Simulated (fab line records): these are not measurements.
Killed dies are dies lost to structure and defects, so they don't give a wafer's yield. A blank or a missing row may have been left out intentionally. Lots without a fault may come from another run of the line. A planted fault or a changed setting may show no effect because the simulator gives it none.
fab line records	flow nand-harc
record: lots: 24	wafers: 72	last-day: 24
route steps=1159 shown A_CHANNEL_HOLE_D1@462 A_CHANNEL_FILL_D1@496 A_STAIRCASE@599
lots with no fault: from the same line, run without faults
start-h: hours from the record's first day to the start of the lot's first wafer shown	wait-h: hours elapsed since this lot's preceding step	" identical to the entry in the row above	L1.1+2: one row covering several wafers at once	- no value present, or no start provided	* or withheld: withheld	< > ~ a bound
route shown NAME@n: a module of which the file shows steps, and the number in the route of the first	usual: mean/standard deviation of fault-free wafers	same: alike in all rows	chamber/n: place in a boat	sites: readings site by site	_std_site: standard deviation across them	_edge_site: the outer-site mean with the inner-site mean subtracted	radius-mm: how far each site lies from the wafer's centre	mask NAME#n: copy n	behind: the last tool/chamber to shape the wafer	hold: reason for holding the lot/hours on hold/outcome of the hold	device: the transistor (n, p or np) that didn't switch	end of line: tests run on the same wafers once the route is complete	a step without rows: its recipe alone	killed: dies that structure and defects cost at the first sort, which is not the same as the wafer's yield	map: dies across one wafer; x = killed, . = not, _ = none there
set.NAME: the setting as run; set.NAME@STEP: as run at that earlier step	model.NAME: the simulator's own value behind a step, which no gauge read
the route's steps for a sample of lots (tables are steps, rows are wafers)
services: when a tool's chamber went out of use (start-h, in hours from the record's first day, below 0 if earlier), for how many hours, and the reason
== steps ==
step: NHARC_A_CHANNEL_HOLE_D1_CD_MEAS_10
recipe: target-cd-nm: 100	landing-energy-ev: 500
usual: cd-nm: 100.1/0.96
lot.wafer	tool	chamber	start-h	wait-h	cd-nm
L074.1	cd-sem-02	0	173.80	-	101.1
L074.4	"	0	"	"	101.6
L074.5	"	0	"	"	101.7
L075.2	cd-sem-01	0	181.75	-	100.7
L075.3	"	0	"	"	99.5
L075.4	"	0	"	"	100.2
L076.1	cd-sem-01	0	185.48	-	99.4
L076.2	"	0	"	"	99.5
L076.6	"	0	"	"	99.0
L077.1	cd-sem-03	0	188.76	-	102.4
L077.4	"	0	"	"	102.0
L077.5	"	0	"	"	101.8
L078.3	cd-sem-01	0	199.06	-	99.4
L078.5	"	0	"	"	99.4
L078.6	"	0	"	"	99.2
L080.2	cd-sem-01	0	209.37	-	98.6
L080.3	"	0	"	"	100.1
L080.4	"	0	"	"	99.3
L079.1	cd-sem-02	0	209.54	-	100.8
L079.2	"	0	"	"	101.6
L079.5	"	0	"	"	101.1
L082.2	cd-sem-01	0	218.42	-	98.8
L082.5	"	0	"	"	98.5
L082.6	"	0	"	"	99.2
L081.2	cd-sem-01	0	218.73	-	99.5
L081.4	"	0	"	"	99.8
L081.5	"	0	"	"	99.4
L084.1	cd-sem-01	0	229.05	-	98.7
L084.2	"	0	"	"	99.9
L084.4	"	0	"	"	98.9
L083.2	cd-sem-03	0	229.23	-	100.7
L083.3	"	0	"	"	101.0
L083.4	"	0	"	"	101.6
L087.1	cd-sem-01	0	248.22	-	99.3
L087.4	"	0	"	"	99.0
L087.6	"	0	"	"	99.4
L085.1	cd-sem-02	0	248.53	-	99.6
L085.2	"	0	"	"	99.3
L085.3	"	0	"	"	99.0
L086.1	cd-sem-01	0	248.77	-	99.2
L086.3	"	0	"	"	99.2
L086.6	"	0	"	"	98.9
L088.1	cd-sem-02	0	260.17	-	99.3
L088.2	"	0	"	"	99.1
L088.4	"	0	"	"	98.9
L090.1	cd-sem-01	0	267.94	-	100.0
L090.3	"	0	"	"	99.3
L090.4	"	0	"	"	100.2
L089.2	cd-sem-01	0	268.10	-	99.0
L089.3	"	0	"	"	99.1
L089.5	"	0	"	"	99.6
L091.2	cd-sem-03	0	268.55	-	101.2
L091.4	"	0	"	"	100.6
L091.5	"	0	"	"	100.2
L092.3	cd-sem-03	0	280.12	-	101.3
L092.5	"	0	"	"	101.1
L092.6	"	0	"	"	101.0
L093.2	cd-sem-02	0	290.19	-	99.6
L093.3	"	0	"	"	99.3
L093.4	"	0	"	"	99.5
L094.1	cd-sem-01	0	290.39	-	101.8
L094.3	"	0	"	"	100.4
L094.5	"	0	"	"	100.8
L096.3	cd-sem-01	0	303.51	-	102.2
L096.4	"	0	"	"	101.7
L096.6	"	0	"	"	101.6
L097.2	cd-sem-01	0	303.72	-	100.7
L097.4	"	0	"	"	100.9
L097.5	"	0	"	"	100.9
L095.2	cd-sem-01	0	305.45	-	101.4
L095.3	"	0	"	"	101.5
L095.5	"	0	"	"	99.8
step: NHARC_A_CHANNEL_FILL_D1_ALD_16
recipe: target-thk-a: 15	pulse-time-s: 10	ald-cycles: 15	temp-c: 300	material: SiO2
usual: heater-power-outer-w: 279/25	heater-power-w: 481/40	precursor-pulse-height-rel: 1.000/0.023
lot.wafer	tool	chamber	start-h	wait-h	heater-power-outer-w	heater-power-w	precursor-pulse-height-rel	since-wet-clean-h
L074.1	ald-hk-03	0	197.01	1.6	251	444	1.015	43
L074.4	"	2	"	"	310	535	0.989	43
L074.5	"	1	"	"	302	502	0.984	-
L075.4	ald-hk-01	0	202.75	0.0	327	543	1.010	142
L075.2	"	1	"	"	279	501	0.966	142
L075.3	"	2	"	"	267	479	0.999	142
L076.2	ald-hk-03	3	208.56	0.0	315	570	0.972	54
L076.1	"	2	"	"	302	529	0.990	54
L076.6	"	0	"	"	242	461	1.017	-
L077.4	ald-hk-04	0	208.59	0.1	256	457	0.993	8
L077.1	"	2	"	"	256	427	1.002	8
L077.5	"	0	"	"	261	451	1.000	-
L078.3	ald-hk-04	1	218.65	0.1	255	433	1.019	18
L078.5	"	0	"	"	255	467	1.005	-
L078.6	"	1	"	"	263	426	1.020	-
L079.2	ald-hk-04	3	228.84	0.1	282	466	0.968	28
L079.1	"	2	"	"	258	446	0.982	28
L079.5	"	3	"	"	289	468	0.990	-
L080.4	ald-hk-04	3	229.00	0.2	295	445	1.017	28
L080.2	"	1	"	"	254	436	1.033	28
L080.3	"	2	"	"	252	437	1.003	28
L081.2	ald-hk-03	2	241.00	0.0	319	540	0.969	87
L081.4	"	0	"	"	255	454	0.987	87
L081.5	"	2	"	"	311	530	0.952	-
L082.2	ald-hk-03	3	241.24	0.3	313	564	1.001	87
L082.5	"	0	"	"	246	458	0.999	-
L082.6	"	1	"	"	300	494	1.006	-
L084.1	ald-hk-03	1	248.48	0.0	304	495	0.969	94
L084.4	"	3	"	"	316	549	1.034	94
L084.2	"	0	"	"	250	470	0.961	94
L083.2	ald-hk-01	2	248.48	0.0	261	470	1.011	6
L083.3	"	3	"	"	279	477	1.007	7
L083.4	"	0	"	"	306	515	0.991	7
L085.1	ald-hk-04	3	269.36	1.3	290	464	1.034	69
L085.3	"	0	"	"	260	460	1.008	69
L085.2	"	1	"	"	260	448	0.980	69
L087.4	ald-hk-04	3	269.52	1.5	287	452	0.991	69
L087.1	"	0	"	"	263	455	1.029	69
L087.6	"	2	"	"	257	432	0.994	-
L086.3	ald-hk-03	0	274.30	0.0	249	459	0.985	120
L086.1	"	2	"	"	314	529	0.971	120
L086.6	"	0	"	"	247	458	0.984	-
L088.2	ald-hk-03	2	281.55	0.0	318	514	0.966	127
L088.4	"	0	"	"	247	461	0.989	127
L088.1	"	1	"	"	299	500	0.937	127
L089.3	ald-hk-01	1	288.18	0.1	274	493	1.006	46
L089.2	"	2	"	"	256	487	1.018	46
L089.5	"	1	"	"	267	491	1.035	-
L090.4	ald-hk-03	0	288.20	0.1	247	455	1.024	134
L090.3	"	1	"	"	300	496	1.017	134
L090.1	"	2	"	"	307	533	1.019	134
L091.2	ald-hk-03	0	292.98	0.1	243	442	1.000	139
L091.4	"	1	"	"	310	497	0.994	139
L091.5	"	3	"	"	322	559	1.046	-
L092.3	ald-hk-04	1	302.14	0.1	263	438	0.960	101
L092.5	"	3	"	"	289	464	1.008	-
L092.6	"	0	"	"	255	456	1.031	-
L093.3	ald-hk-04	0	310.20	0.1	250	451	1.000	109
L093.4	"	1	"	"	263	449	1.043	109
L093.2	"	2	"	"	251	437	0.985	109
L094.3	ald-hk-01	2	310.22	0.1	261	484	1.009	68
L094.1	"	0	"	"	313	515	0.979	68
L094.5	"	2	"	"	261	478	1.011	-
L096.4	ald-hk-04	1	323.05	0.1	259	442	1.029	122
L096.3	"	3	"	"	290	449	1.031	122
L096.6	"	1	"	"	267	444	1.004	-
L097.2	ald-hk-04	3	329.51	1.6	294	457	1.019	129
L097.4	"	0	"	"	259	459	1.003	129
L097.5	"	2	"	"	251	454	1.021	-
L095.2	ald-hk-04	1	331.60	0.1	260	442	1.040	131
L095.3	"	3	"	"	285	460	0.942	131
L095.5	"	0	"	"	256	461	1.004	-
step: NHARC_A_STAIRCASE_STRIP_205
recipe: power-w: 1500	temp-c: 250	chemistry: O2
usual: drypump-motor-current-A: 5.6/0.33	heater-power-w: 352/8.9
lot.wafer	tool	chamber	start-h	wait-h	drypump-motor-current-A	heater-power-w	rf-hours-counter-h
L075.2	plasma-asher-01	0	249.01	0.1	5.2	346	46
L075.3	"	0	"	"	5.2	352	-
L075.4	"	1	"	"	5.7	383	-
L074.1	plasma-asher-02	0	249.04	0.1	5.5	349	18
L074.4	"	1	"	"	6.1	355	-
L074.5	"	0	"	"	5.5	346	-
L076.2	plasma-asher-02	1	254.06	0.1	6.1	353	20
L076.1	"	0	"	"	5.5	334	20
L076.6	"	0	"	"	5.4	342	-
L077.1	plasma-asher-01	1	255.17	0.1	5.7	372	49
L077.4	"	0	"	"	5.2	353	-
L077.5	"	0	"	"	5.2	355	-
L078.3	plasma-asher-01	1	263.90	0.2	5.7	379	-
L078.5	"	0	"	"	5.2	341	-
L078.6	"	1	"	"	5.7	373	-
L080.2	plasma-asher-02	1	275.89	0.1	6.1	352	28
L080.3	"	1	"	"	6.1	355	-
L080.4	"	0	"	"	5.5	349	-
L079.2	plasma-asher-02	1	276.41	0.1	6.1	363	28
L079.1	"	0	"	"	5.5	341	28
L079.5	"	1	"	"	6.1	356	-
L082.2	plasma-asher-01	1	289.02	0.1	5.7	359	1
L082.5	"	0	"	"	5.2	347	-
L082.6	"	1	"	"	5.7	350	-
L081.2	plasma-asher-02	1	290.52	0.1	6.1	350	34
L081.4	"	1	"	"	6.1	366	-
L081.5	"	1	"	"	6.1	359	-
L083.2	plasma-asher-01	1	293.88	0.1	5.7	352	3
L083.3	"	0	"	"	5.2	338	-
L083.4	"	1	"	"	5.7	357	-
L084.2	plasma-asher-02	0	293.88	0.1	5.5	349	34
L084.1	"	1	"	"	6.1	354	34
L084.4	"	1	"	"	6.1	353	-
L085.1	plasma-asher-01	1	315.08	0.1	5.7	346	8
L085.2	"	0	"	"	5.2	342	8
L085.3	"	1	"	"	5.7	351	-
L087.1	plasma-asher-02	1	315.38	0.1	6.1	351	41
L087.4	"	1	"	"	6.1	370	-
L087.6	"	1	"	"	6.1	353	-
L086.1	plasma-asher-01	0	323.81	0.1	5.2	341	12
L086.3	"	1	"	"	5.7	361	-
L086.6	"	0	"	"	5.2	353	-
L088.2	plasma-asher-01	0	327.86	0.1	5.2	343	14
L088.1	"	1	"	"	5.7	352	14
L088.4	"	1	"	"	5.7	349	-
L090.1	plasma-asher-01	1	333.14	0.1	5.7	356	16
L090.3	"	0	"	"	5.2	352	-
L090.4	"	1	"	"	5.7	361	-
L089.2	plasma-asher-02	0	333.86	0.1	5.5	343	48
L089.3	"	0	"	"	5.5	349	-
L089.5	"	0	"	"	5.5	347	-
L091.2	plasma-asher-01	0	339.80	0.4	5.3	351	19
L091.4	"	0	"	"	5.2	352	-
L091.5	"	0	"	"	5.2	350	-
L092.3	plasma-asher-01	1	349.31	0.2	5.7	359	-
L092.6	"	0	"	"	5.2	353	-
L092.5	"	1	"	"	5.7	353	-
L093.2	plasma-asher-02	1	356.29	0.1	6.1	353	54
L093.4	"	1	"	"	6.1	355	-
L093.3	"	0	"	"	5.4	347	-
L094.1	plasma-asher-01	0	357.19	0.1	5.2	350	22
L094.3	"	0	"	"	5.2	351	-
L094.5	"	1	"	"	5.7	351	-
L096.3	plasma-asher-01	0	368.71	0.2	5.2	353	-
L096.4	"	1	"	"	5.7	354	-
L096.6	"	0	"	"	5.2	350	-
L097.2	plasma-asher-01	0	377.77	0.2	5.2	349	33
L097.4	"	0	"	"	5.2	354	-
L097.5	"	0	"	"	5.2	351	-
L095.2	plasma-asher-02	0	377.94	0.1	5.4	339	2
L095.3	"	1	"	"	6.1	342	-
L095.5	"	0	"	"	5.5	330	-
step: NHARC_A_STAIRCASE_ETCH_234
recipe: target-depth-a: 1000	time-s: 40.5	ion-energy-ev: 400	c4f8-flow-sccm: 20	o2-flow-sccm: 10	ar-flow-sccm: withheld	rf-w: 600	bias-w: 1000	chemistry: C4F8/O2
usual: oes-product-au: 0.945/0.012	rf-vpp-V: 897/4.8
same: time-s: 40.5
lot.wafer	tool	chamber	start-h	wait-h	oes-product-au	rf-hours-counter-h	rf-vpp-V
L074.1	rie-diel-13	3	-	-	0.935	49	894
L074.4	"	1	"	"	0.954	50	897
L074.5	"	0	"	"	0.967	-	905
L075.3	rie-diel-01	2	-	-	0.946	39	901
L075.4	"	0	"	"	0.947	36	900
L075.2	"	1	"	"	0.933	35	889
L076.1	rie-diel-11	2	-	-	0.945	24	893
L076.2	"	3	"	"	0.934	23	899
L076.6	"	0	"	"	0.941	-	902
L077.4	rie-diel-13	2	-	-	0.951	58	898
L077.1	"	0	"	"	0.968	52	905
L077.5	"	2	"	"	0.943	-	898
L078.3	rie-diel-13	3	-	-	0.946	56	892
L078.6	"	3	"	"	0.944	-	892
L078.5	"	0	"	"	0.966	-	904
L080.4	rie-diel-01	0	-	-	0.937	45	897
L080.3	"	1	"	"	0.942	44	889
L080.2	"	2	"	"	0.945	48	901
L079.1	rie-diel-01	0	-	-	0.940	46	897
L079.2	"	2	"	"	0.939	50	902
L079.5	"	0	"	"	0.945	-	900
L082.2	rie-diel-01	3	-	-	0.947	56	897
L082.6	"	3	"	"	0.947	-	898
L082.5	"	0	"	"	0.941	-	898
L081.2	rie-diel-11	1	-	-	0.925	37	892
L081.4	"	2	"	"	0.935	40	893
L081.5	"	2	"	"	0.932	-	891
L083.4	rie-diel-13	3	-	-	0.939	5	894
L083.2	"	0	"	"	0.949	5	906
L083.3	"	1	"	"	0.942	5	896
L084.1	rie-diel-01	1	-	-	0.941	51	888
L084.2	"	3	"	"	0.953	57	898
L084.4	"	3	"	"	0.939	-	900
L085.2	rie-diel-13	0	-	-	0.972	12	905
L085.1	"	1	"	"	0.950	13	898
L085.3	"	2	"	"	0.969	14	898
L087.4	rie-diel-11	3	-	-	0.931	45	901
L087.1	"	0	"	"	0.940	44	903
L087.6	"	2	"	"	0.934	-	892
L086.1	rie-diel-11	0	-	-	0.949	48	902
L086.3	"	1	"	"	0.930	47	892
L086.6	"	3	"	"	0.935	-	900
L088.4	rie-diel-13	3	-	-	0.943	18	893
L088.2	"	0	"	"	0.966	17	905
L088.1	"	1	"	"	0.948	18	897
L090.1	rie-diel-11	1	-	-	0.935	51	892
L090.4	"	2	"	"	0.939	54	892
L090.3	"	3	"	"	0.930	52	899
L089.3	rie-diel-11	0	-	-	0.949	51	903
L089.2	"	2	"	"	0.928	54	893
L089.5	"	3	"	"	0.913	-	900
L091.4	rie-diel-13	1	-	-	0.955	22	898
L091.2	"	2	"	"	0.951	22	897
L091.5	"	1	"	"	0.963	-	896
L092.3	rie-diel-13	0	-	-	0.949	26	904
L092.6	"	3	"	"	0.964	-	892
L092.5	"	0	"	"	0.955	-	903
L093.2	rie-diel-13	1	-	-	0.948	30	897
L093.3	"	3	"	"	0.944	29	893
L093.4	"	0	"	"	0.964	29	905
L094.3	rie-diel-01	3	-	-	0.918	16	896
L094.1	"	0	"	"	0.921	18	897
L094.5	"	1	"	"	0.949	-	888
L096.4	rie-diel-13	3	-	-	0.925	34	893
L096.3	"	0	"	"	0.946	33	905
L096.6	"	2	"	"	0.959	-	897
L097.4	rie-diel-13	2	-	-	0.961	39	897
L097.2	"	1	"	"	0.948	38	897
L097.5	"	2	"	"	0.959	-	896
L095.2	rie-diel-01	0	-	-	0.925	25	899
L095.3	"	2	"	"	0.930	22	902
L095.5	"	0	"	"	0.928	-	898
step: NHARC_A_STAIRCASE_HM_DEP_456
recipe: target-thk-a: 15000	temp-c: 400	material: aC
usual: throttle-valve-pct: 35.000/0.0093
lot.wafer	tool	chamber	start-h	wait-h	throttle-valve-pct
L074.1	acl-dep-03	0	255.74	-	34.995
L074.4	"	0	"	"	35.005
L074.5	"	0	"	"	35.009
L075.2	acl-dep-01	0	256.67	-	34.976
L075.3	"	0	"	"	35.016
L075.4	"	0	"	"	35.005
L076.1	acl-dep-03	0	261.74	-	34.988
L076.2	"	0	"	"	35.008
L076.6	"	0	263.27	-	35.015
L077.1	acl-dep-03	0	263.58	-	34.999
L077.4	"	0	"	"	35.004
L077.5	"	0	"	"	34.986
L078.3	acl-dep-01	0	273.80	-	35.003
L078.5	"	0	"	"	35.001
L078.6	"	0	"	"	35.003
L080.2	acl-dep-01	0	283.20	-	35.000
L080.3	"	0	"	"	34.998
L080.4	"	0	"	"	35.005
L079.1	acl-dep-02	0	284.73	-	34.990
L079.2	"	0	"	"	35.014
L079.5	"	0	"	"	35.003
L082.2	acl-dep-02	0	296.82	-	35.001
L082.5	"	0	"	"	34.996
L082.6	"	0	"	"	35.011
L081.2	acl-dep-02	0	298.67	-	35.005
L081.4	"	0	"	"	35.019
L081.5	"	0	"	"	35.026
L083.2	acl-dep-03	0	304.52	-	34.995
L083.3	"	0	"	"	34.987
L083.4	"	0	"	"	35.004
L084.1	acl-dep-02	0	304.70	-	35.002
L084.2	"	0	"	"	34.996
L084.4	"	0	"	"	35.005
L085.1	acl-dep-02	0	321.36	-	34.991
L085.2	"	0	"	"	34.999
L085.3	"	0	"	"	35.007
L087.1	acl-dep-03	0	322.21	-	35.015
L087.4	"	0	"	"	34.990
L087.6	"	0	"	"	34.984
L086.1	acl-dep-03	0	329.93	-	35.000
L086.3	"	0	"	"	35.007
L086.6	"	0	"	"	34.980
L088.1	acl-dep-02	0	333.97	-	35.021
L088.2	"	0	"	"	35.012
L088.4	"	0	"	"	34.993
L090.1	acl-dep-03	0	341.33	-	34.996
L090.3	"	0	"	"	34.994
L090.4	"	0	"	"	35.002
L089.2	acl-dep-01	0	343.33	-	35.002
L089.3	"	0	"	"	35.005
L089.5	"	0	"	"	35.003
L091.2	acl-dep-02	0	346.46	-	35.001
L091.4	"	0	"	"	34.990
L091.5	"	0	"	"	35.004
L092.3	acl-dep-01	0	356.75	-	35.014
L092.5	"	0	"	"	34.992
L092.6	"	0	"	"	34.998
L093.2	acl-dep-03	0	366.77	-	35.018
L093.3	"	0	"	"	35.002
L093.4	"	0	"	"	34.985
L094.1	acl-dep-02	0	368.95	-	35.003
L094.3	"	0	"	"	34.994
L094.5	"	0	"	"	34.990
L096.3	acl-dep-03	0	379.36	-	35.004
L096.4	"	0	"	"	35.011
L096.6	"	0	"	"	35.005
L097.2	acl-dep-03	0	385.90	-	34.985
L097.4	"	0	"	"	34.990
L097.5	"	0	"	"	34.989
L095.2	acl-dep-02	0	386.02	-	35.005
L095.3	"	0	"	"	35.000
L095.5	"	0	"	"	34.997
step: NHARC_A_STAIRCASE_DESCUM_291
recipe: time-s: 3	o2-flow-sccm: 200	ar-flow-sccm: 0	bias-power-w: 0	chemistry: O2
usual: drypump-motor-current-A: 5.7/0.43	oes-product-au: 1.004/0.013	rf-vpp-V: 57.8/0.97	showerhead-plenum-p-Torr: 1.93/0.074	throttle-valve-pct: 11.311/0.0087
same: time-s: 3
lot.wafer	tool	chamber	start-h	wait-h	drypump-motor-current-A	oes-product-au	rf-hours-counter-h	rf-vpp-V	showerhead-plenum-p-Torr	throttle-valve-pct
L074.1	rie-diel-01	1	258.63	-	5.8	0.989	36	58.3	1.80	11.315
L074.4	"	2	"	"	5.8	1.008	41	58.7	2.02	11.308
L074.5	"	0	"	"	5.4	1.003	-	56.7	1.95	11.314
L075.3	rie-diel-13	1	259.21	-	5.5	0.996	52	58.6	1.95	11.309
L075.4	"	2	"	"	5.2	1.004	59	57.7	1.94	11.325
L075.2	"	0	"	"	6.7	1.011	52	58.3	2.06	11.302
L076.2	rie-diel-13	3	264.58	-	5.4	0.997	53	57.5	1.87	11.308
L076.1	"	2	"	"	5.2	1.010	61	59.0	1.94	11.313
L076.6	"	3	"	"	5.5	0.994	-	57.7	1.87	11.314
L077.4	rie-diel-13	2	266.43	-	5.2	1.015	61	58.2	1.94	11.309
L077.1	"	3	"	"	5.5	0.989	54	57.0	1.87	11.310
L077.5	"	0	"	"	6.6	1.016	-	58.9	2.06	11.306
L078.3	rie-diel-11	1	275.92	-	5.8	0.988	28	57.3	1.87	11.304
L078.6	"	0	"	"	5.4	1.010	-	56.7	2.02	11.312
L078.5	"	1	"	"	5.8	0.982	-	58.3	1.87	11.313
L080.2	rie-diel-01	0	285.60	-	5.4	1.012	48	57.2	1.95	11.304
L080.4	"	2	"	"	5.8	1.006	52	57.1	2.02	11.323
L080.3	"	3	"	"	6.1	1.027	53	58.6	1.95	11.314
L079.1	rie-diel-13	1	287.45	-	5.4	1.003	1	58.1	1.95	11.304
L079.2	"	2	"	"	5.2	1.018	1	58.1	1.94	11.324
L079.5	"	1	"	"	5.5	1.007	-	58.5	1.95	11.316
L082.2	rie-diel-13	2	299.38	-	5.2	1.011	5	56.8	1.94	11.321
L082.6	"	0	"	"	6.6	1.019	-	57.8	2.06	11.309
L082.5	"	1	"	"	5.5	1.014	-	58.6	1.95	11.314
L081.4	rie-diel-11	3	301.10	-	5.8	0.991	39	59.0	1.99	11.307
L081.2	"	0	"	"	5.4	1.010	38	58.5	2.02	11.304
L081.5	"	1	"	"	5.8	0.992	-	58.5	1.87	11.306
L083.3	rie-diel-11	0	307.10	-	5.4	1.016	39	58.8	2.01	11.320
L083.2	"	1	"	"	5.8	0.991	40	57.6	1.87	11.321
L083.4	"	2	"	"	5.6	0.995	43	58.2	1.84	11.326
L084.1	rie-diel-13	2	307.56	-	5.2	1.012	8	57.2	1.94	11.297
L084.2	"	3	"	"	5.4	1.012	7	57.2	1.86	11.312
L084.4	"	0	"	"	6.7	1.014	7	57.8	2.06	11.319
L085.3	rie-diel-01	2	324.08	-	5.8	0.998	0	57.1	2.01	11.337
L085.1	"	3	"	"	6.1	0.991	0	57.5	1.94	11.311
L085.2	"	0	"	"	5.4	0.982	0	57.8	1.94	11.314
L087.1	rie-diel-13	0	325.05	-	6.7	1.028	14	59.5	2.05	11.309
L087.4	"	1	"	"	5.5	1.008	15	57.7	1.94	11.334
L087.6	"	0	"	"	6.7	1.024	-	57.2	2.05	11.308
L086.1	rie-diel-11	2	332.78	-	5.6	0.998	52	57.6	1.84	11.308
L086.3	"	0	"	"	5.5	1.021	49	58.0	2.01	11.297
L086.6	"	3	"	"	5.8	1.005	-	58.2	1.98	11.307
L088.4	rie-diel-11	1	336.97	-	5.8	0.995	51	58.9	1.86	11.309
L088.1	"	2	"	"	5.6	1.007	54	58.0	1.84	11.316
L088.2	"	3	"	"	5.8	0.985	52	56.5	1.98	11.308
L090.3	rie-diel-13	1	344.65	-	5.5	1.012	22	59.8	1.94	11.304
L090.1	"	2	"	"	5.2	1.025	23	58.0	1.93	11.302
L090.4	"	0	"	"	6.7	1.014	22	58.4	2.05	11.299
L089.3	rie-diel-13	3	345.98	-	5.4	1.006	24	58.3	1.86	11.311
L089.2	"	1	"	"	5.5	1.022	23	58.3	1.94	11.323
L089.5	"	0	"	"	6.7	1.023	-	58.9	2.05	11.326
L091.4	rie-diel-11	1	349.03	-	5.8	1.006	54	56.9	1.86	11.306
L091.2	"	2	"	"	5.6	1.011	57	58.2	1.84	11.321
L091.5	"	3	"	"	5.8	0.979	-	58.0	1.98	11.304
L092.3	rie-diel-13	2	359.08	-	5.2	1.011	29	58.6	1.93	11.307
L092.5	"	1	"	"	5.5	1.011	-	58.1	1.94	11.305
L092.6	"	2	"	"	5.2	1.009	-	56.4	1.93	11.302
L093.2	rie-diel-13	3	369.32	-	5.4	0.996	31	58.0	1.86	11.323
L093.3	"	0	"	"	6.6	1.013	31	59.5	2.05	11.315
L093.4	"	1	"	"	5.5	1.003	32	58.3	1.94	11.316
L094.1	rie-diel-01	1	371.68	-	5.8	1.009	18	56.6	1.79	11.291
L094.3	"	0	"	"	5.4	0.995	21	59.4	1.94	11.315
L094.5	"	2	"	"	5.8	0.994	-	60.4	2.01	11.326
L096.3	rie-diel-13	0	381.64	-	6.7	1.031	38	57.8	2.04	11.313
L096.4	"	1	"	"	5.5	1.001	38	57.8	1.94	11.303
L096.6	"	2	"	"	5.2	1.027	-	58.6	1.93	11.332
L097.4	rie-diel-13	2	388.30	-	5.2	1.035	41	55.9	1.93	11.316
L097.2	"	3	"	"	5.5	0.995	41	56.8	1.85	11.302
L097.5	"	2	"	"	5.2	1.024	-	57.6	1.92	11.310
L095.3	rie-diel-01	2	388.57	-	5.8	1.006	24	56.2	2.01	11.297
L095.2	"	0	"	"	5.4	0.987	28	56.2	1.94	11.309
L095.5	"	1	"	"	5.9	1.002	-	57.4	1.79	11.320
== services ==
tool	chamber	start-h	hours	kind
rie-diel-13	0	181.77	-	clean
rie-diel-13	1	181.77	-	clean
rie-diel-13	2	181.77	-	clean
rie-diel-13	3	181.77	-	clean
plasma-asher-02	-	183.11	9.0	pm
rie-diel-11	0	188.45	2.9	repair
rie-diel-11	-	189.50	9.0	pm
ald-hk-04	-	190.81	10.0	pm
rie-diel-13	0	209.33	2.1	repair
acl-dep-03	-	224.24	13.0	pm
acl-dep-01	-	231.13	4.8	repair
acl-dep-02	-	245.67	0.3	repair
plasma-asher-02	-	261.31	3.6	repair
plasma-asher-01	-	276.00	9.0	pm
rie-diel-13	-	276.27	9.0	pm
acl-dep-01	-	294.77	13.0	pm
rie-diel-01	2	296.42	3.8	repair
rie-diel-01	-	314.88	9.0	pm
ald-hk-03	-	322.45	10.0	pm
acl-dep-02	-	352.25	13.0	pm
plasma-asher-02	-	360.11	9.0	pm
rie-diel-01	2	362.64	2.9	repair
rie-diel-11	-	366.50	9.0	pm
ald-hk-04	-	372.06	10.0	pm
== key ==
fault none
